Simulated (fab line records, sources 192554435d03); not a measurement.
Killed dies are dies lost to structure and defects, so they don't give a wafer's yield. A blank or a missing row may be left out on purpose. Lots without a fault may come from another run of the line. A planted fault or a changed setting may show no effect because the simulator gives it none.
Which tool did it? | flow n5_finfet | 22 lots, 66 wafers sampled, at 3 steps of a route of 1938

WHAT THE GAUGES READ, wafer by wafer
N5_BEOL_M9_THK_MEAS_53: measures by xrf.
lot  | measured     | on            | M9_THK (nm)
L074 | day 9 22:56  | film_metro-01 | 139.8 140.4 140.2
L075 | day 9 23:48  | film_metro-01 | 139.8 134.5 135.8
L076 | day 10 00:59 | film_metro-02 | 139.7 136.1 138.5
L077 | day 10 07:26 | film_metro-02 | 135.9 135.7 138.6
L078 | day 10 19:34 | film_metro-02 | 136.7 139.5 138.7
L079 | day 11 00:38 | film_metro-01 | 140.2 140.0 134.5
L081 | day 11 17:43 | film_metro-02 | 144.0 141.3 142.9
L082 | day 12 01:54 | film_metro-02 | 137.5 140.3 139.9
L080 | day 12 02:25 | film_metro-02 | 139.9 141.4 138.8
L084 | day 12 10:59 | film_metro-02 | 140.1 140.8 139.2
L085 | day 12 14:17 | film_metro-02 | 136.2 136.2 137.2
L086 | day 12 19:16 | film_metro-01 | 142.7 140.1 139.8
L087 | day 12 22:04 | film_metro-01 | 137.7 138.3 138.0
L088 | day 13 06:50 | film_metro-02 | 144.0 139.7 141.8
L089 | day 14 07:11 | film_metro-01 | 138.9 137.8 141.1
L090 | day 14 07:29 | film_metro-02 | 143.6 142.6 143.7
L093 | day 14 07:43 | film_metro-01 | 138.4 138.1 140.1
L092 | day 14 09:38 | film_metro-02 | 145.8 142.8 141.2
L094 | day 14 20:30 | film_metro-01 | 137.4 137.1 141.5
L096 | day 15 02:40 | film_metro-02 | 141.2 141.5 140.2
L095 | day 15 03:49 | film_metro-02 | 140.4 143.3 139.8
L097 | day 15 08:49 | film_metro-01 | 135.5 135.7 137.3

N5_BEOL_M9_INSPECT_58: inspects for defects (darkfield).
lot  | measured     | on                | raw_defect_count
L074 | day 9 23:06  | defect_inspect-01 | 88 46 56
L075 | day 9 23:58  | defect_inspect-01 | 51 79 81
L076 | day 10 01:08 | defect_inspect-02 | 51 91 83
L077 | day 10 07:35 | defect_inspect-02 | 35 74 65
L078 | day 10 19:44 | defect_inspect-01 | 98 73 66
L079 | day 11 00:48 | defect_inspect-01 | 55 92 63
L081 | day 11 17:54 | defect_inspect-01 | 76 55 51
L082 | day 12 02:04 | defect_inspect-02 | 86 68 105
L080 | day 12 02:34 | defect_inspect-01 | 65 46 57
L084 | day 12 11:08 | defect_inspect-02 | 56 59 39
L085 | day 12 14:27 | defect_inspect-01 | 108 181 99
L086 | day 12 19:25 | defect_inspect-01 | 63 70 80
L087 | day 12 22:14 | defect_inspect-01 | 67 32 58
L088 | day 13 06:59 | defect_inspect-02 | 34 76 68
L089 | day 14 07:20 | defect_inspect-01 | 92 122 122
L090 | day 14 07:38 | defect_inspect-02 | 92 48 102
L093 | day 14 07:53 | defect_inspect-02 | 65 88 72
L092 | day 14 09:49 | defect_inspect-01 | 48 67 45
L094 | day 14 20:40 | defect_inspect-02 | 118 121 73
L096 | day 15 02:50 | defect_inspect-02 | 75 109 94
L095 | day 15 03:59 | defect_inspect-01 | 105 94 105
L097 | day 15 08:59 | defect_inspect-02 | 57 101 90

WHICH TOOL RAN EACH LOT (tool, then ch and the chambers of the sampled wafers, then the start)
lot  | N5_BEOL_M9_STRIP_80
L074 | rie_diel-05 ch 0,2,3, day 9 22:56 or earlier
L075 | rie_diel-06 ch 0,2, day 9 23:48 or earlier
L076 | rie_diel-05 ch 0,2, day 10 00:59 or earlier
L077 | rie_diel-01 ch 0,1,3, day 10 07:26 or earlier
L078 | rie_diel-05 ch 2,3, day 10 19:34 or earlier
L079 | rie_diel-06 ch 0,1,2, day 11 00:38 or earlier
L081 | rie_diel-06 ch 0,3, day 11 17:43 or earlier
L082 | rie_diel-05 ch 0,3, day 12 01:54 or earlier
L080 | rie_diel-06 ch 0,3, day 12 02:25 or earlier
L084 | rie_diel-06 ch 0,1, day 12 10:59 or earlier
L085 | rie_diel-05 ch 0,1,3, day 12 14:17 or earlier
L086 | rie_diel-06 ch 1,2,3, day 12 19:16 or earlier
L087 | rie_diel-06 ch 0,1,2, day 12 22:04 or earlier
L088 | rie_diel-06 ch 1,2, day 13 06:50 or earlier
L089 | rie_diel-01 ch 0,1,3, day 14 07:11 or earlier
L090 | rie_diel-06 ch 1,2, day 14 07:29 or earlier
L093 | rie_diel-05 ch 0,1,2, day 14 07:43 or earlier
L092 | rie_diel-06 ch 0,2,3, day 14 09:38 or earlier
L094 | rie_diel-01 ch 0,1,2, day 14 20:30 or earlier
L096 | rie_diel-06 ch 1,3, day 15 02:40 or earlier
L095 | rie_diel-06 ch 0,1,2, day 15 03:49 or earlier
L097 | rie_diel-06 ch 0,2,3, day 15 08:49 or earlier
- N5_BEOL_M9_STRIP_80: strips in N2/H2, time 10 s.

WHAT THE TOOLS THEMSELVES READ (means of the sampled wafers that have a number; where no wafer has one, the mark that the record gives instead)
N5_BEOL_M9_STRIP_80.
lot  | tool        | drypump_motor_current_A (A) | n2_flow_sccm (sccm) | oes_product_au (a.u.) | rf_vpp_V (V) | showerhead_plenum_p_Torr (Torr) | throttle_valve_pct (%)
L074 | rie_diel-05 | 5.9                         | 200.3               | 0.74                  | 58.5         | 2.43                            | 23.78
L075 | rie_diel-06 | 5.9                         | 200.6               | 0.71                  | 59.4         | 2.48                            | 23.83
L076 | rie_diel-05 | 6.1                         | 200.2               | 0.77                  | 58.6         | 2.44                            | 23.59
L077 | rie_diel-01 | 5.5                         | 199.9               | 0.73                  | 59.7         | 2.52                            | 23.67
L078 | rie_diel-05 | 5.6                         | 200.3               | 0.69                  | 58.5         | 2.40                            | 23.99
L079 | rie_diel-06 | 6.0                         | 199.8               | 0.78                  | 60.0         | 2.54                            | 23.72
L081 | rie_diel-06 | 5.9                         | 199.8               | 0.85                  | 57.9         | 2.47                            | 23.53
L082 | rie_diel-05 | 5.7                         | 200.5               | 0.78                  | 58.2         | 2.44                            | 23.54
L080 | rie_diel-06 | 5.9                         | 199.6               | 0.80                  | 58.6         | 2.45                            | 23.40
L084 | rie_diel-06 | 6.0                         | 200.0               | 0.80                  | 58.7         | 2.52                            | 23.44
L085 | rie_diel-05 | 5.7                         | 200.3               | 0.74                  | 59.6         | 2.50                            | 23.69
L086 | rie_diel-06 | 6.1                         | 199.7               | 0.90                  | 59.0         | 2.56                            | 23.76
L087 | rie_diel-06 | 6.0                         | 200.2               | 0.86                  | 59.1         | 2.54                            | 23.62
L088 | rie_diel-06 | 6.2                         | 199.8               | 0.89                  | 59.6         | 2.63                            | 23.79
L089 | rie_diel-01 | 5.4                         | 200.2               | 0.80                  | 59.2         | 2.51                            | 23.59
L090 | rie_diel-06 | 6.2                         | 200.8               | 0.87                  | 58.9         | 2.62                            | 23.80
L093 | rie_diel-05 | 6.1                         | 200.2               | 0.80                  | 59.5         | 2.59                            | 23.66
L092 | rie_diel-06 | 5.9                         | 200.3               | 0.85                  | 59.1         | 2.47                            | 23.60
L094 | rie_diel-01 | 5.7                         | 199.9               | 0.81                  | 59.6         | 2.55                            | 23.61
L096 | rie_diel-06 | 6.3                         | 199.7               | 0.84                  | 60.2         | 2.61                            | 23.76
L095 | rie_diel-06 | 6.0                         | 199.7               | 0.84                  | 58.9         | 2.53                            | 23.64
L097 | rie_diel-06 | 5.9                         | 200.1               | 0.83                  | 58.9         | 2.46                            | 23.62

THE ANSWER, worked out from the rows above alone
Rule: what is usual is taken from the lots themselves. Put in order of their means at a reading, lots are off if they are a third of the lots or fewer, leave a main group of 4 or more, and stand apart from it by a gap of 3 or more times the standard deviation of the main group's means; of several such gaps the widest counts. A main group whose means are all the same, to the digits that the tables above print for the reading, isn't used. A lot without any number at a reading at which 4 lots or more have one is off too. The other lots that the step has rows for count as sound. The gauges are gone through in route order, then the tools' own readings, and for those a lot's mean is taken as printed above. The first step at which some lot is off is used, and at that step the reading that is off furthest; a lot without a number counts as furthest.
No lot is off at any reading shown: from this, nothing can be told.

WHAT THE SIMULATOR HAD PUT IN
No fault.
